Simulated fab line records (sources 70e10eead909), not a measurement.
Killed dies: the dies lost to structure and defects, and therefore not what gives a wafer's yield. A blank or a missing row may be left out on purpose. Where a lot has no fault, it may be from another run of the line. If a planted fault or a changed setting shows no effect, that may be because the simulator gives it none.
Which tool did it? -- flow nand_harc -- 12 lots, 36 wafers sampled, at 4 steps of a route of 1302

== WHAT EACH GAUGE READ, for each wafer ==
NHARC_P_M2_CD_MEAS_16.
lot,measured,on,cd_nm (nm)
L075,day 6 20:56,cd_sem-01,170.6 170.0 170.4
L077,day 7 17:49,cd_sem-03,170.2 170.8 169.9
L079,day 8 13:37,cd_sem-02,169.6 170.2 169.3
L081,day 9 15:05,cd_sem-02,168.8 170.1 169.4
L083,day 10 09:17,cd_sem-01,170.1 170.7 170.0
L085,day 11 02:53,cd_sem-01,169.5 169.9 169.7
L088,day 12 10:22,cd_sem-01,169.2 169.5 169.1
L089,day 12 16:45,cd_sem-02,170.6 171.2 170.3
L091,day 13 08:38,cd_sem-02,169.9 170.1 170.0
L093,day 14 15:20,cd_sem-02,170.9 169.7 170.8
L095,day 15 06:19,cd_sem-02,169.7 169.2 169.3
L096,day 15 23:50,cd_sem-02,171.3 171.3 171.0

== EACH LOT AND THE TOOL THAT RAN IT (in order: tool; ch and the chambers of the sampled wafers; start) ==
lot,NHARC_P_GATE_DESCUM_48,NHARC_P_M0_CMP_23,NHARC_P_M1_DESCUM_14
L075,"rie_diel-06 ch 1,2,3, day 6 00:07","cmp-02 ch 1,2, day 6 14:22","rie_diel-02 ch 2,3, day 6 16:25"
L077,"rie_diel-09 ch 1,2, day 6 21:02","cmp-01 ch 0,1,2, day 7 11:27","rie_diel-05 ch 1,2, day 7 13:31"
L079,"rie_diel-09 ch 0,2, day 7 16:05","cmp-01 ch 0,2,3, day 8 07:01","rie_diel-05 ch 1,2,3, day 8 09:03"
L081,"rie_diel-09 ch 0,1,3, day 8 18:14","cmp-02 ch 1,2,3, day 9 08:32","rie_diel-05 ch 0,1,2, day 9 10:26"
L083,"rie_diel-09 ch 2,3, day 9 12:23","cmp-01 ch 0,3, day 10 02:46","rie_diel-05 ch 0,1,3, day 10 04:50"
L085,"rie_diel-07 ch 0,2, day 10 05:46","cmp-01 ch 0,1,2, day 10 20:22","rie_diel-02 ch 0,2,3, day 10 22:17"
L088,"rie_diel-09 ch 1,2, day 11 13:20","cmp-04 ch 0,2,3, day 12 04:04","rie_diel-02 ch 0,1, day 12 06:00"
L089,"rie_diel-07 ch 0,3, day 11 20:05","cmp-01 ch 1,2,3, day 12 10:25","rie_diel-05 ch 2,3, day 12 12:23"
L091,"rie_diel-07 ch 1,2,3, day 12 11:21","cmp-01 ch 1,3, day 13 01:40","rie_diel-02 ch 0,1, day 13 03:41"
L093,"rie_diel-09 ch 1,2,3, day 13 18:07","cmp-01 ch 0,1,2, day 14 08:50","rie_diel-02 ch 0,1,2, day 14 10:53"
L095,"rie_diel-07 ch 0,1,3, day 14 08:52","cmp-01 ch 0,1,2, day 14 23:44","rie_diel-02 ch 0,1,2, day 15 01:49"
L096,"rie_diel-07 ch 0,1,2, day 15 02:56","cmp-01 ch 0,1,2, day 15 17:22","rie_diel-05 ch 1,2,3, day 15 19:24"
- NHARC_P_GATE_DESCUM_48: chemistry O2, time 3 s.
- NHARC_P_M0_CMP_23: polishes, t overpolish 20 s, target thk 117.54 nm.
- NHARC_P_M1_DESCUM_14: chemistry O2, time 3 s.

== THE ANSWER, worked out from the rows above alone ==
Rule: the usual values come from the lots themselves. Put in order of their means at a reading, lots are off if they are a third of the lots or fewer, leave a main group of 4 or more, and stand apart from it by a gap of 3 or more times the standard deviation of the main group's means; of several such gaps the widest counts. A main group whose means are all the same, to the digits that the tables above print for the reading, isn't used. Also off: a lot with no number at a reading for which 4 or more lots have one. All remaining lots with rows at the step are treated as sound.
Nothing can be told from this: no lot is off at any reading shown.

== WHAT THE SIMULATOR HAD PUT IN ==
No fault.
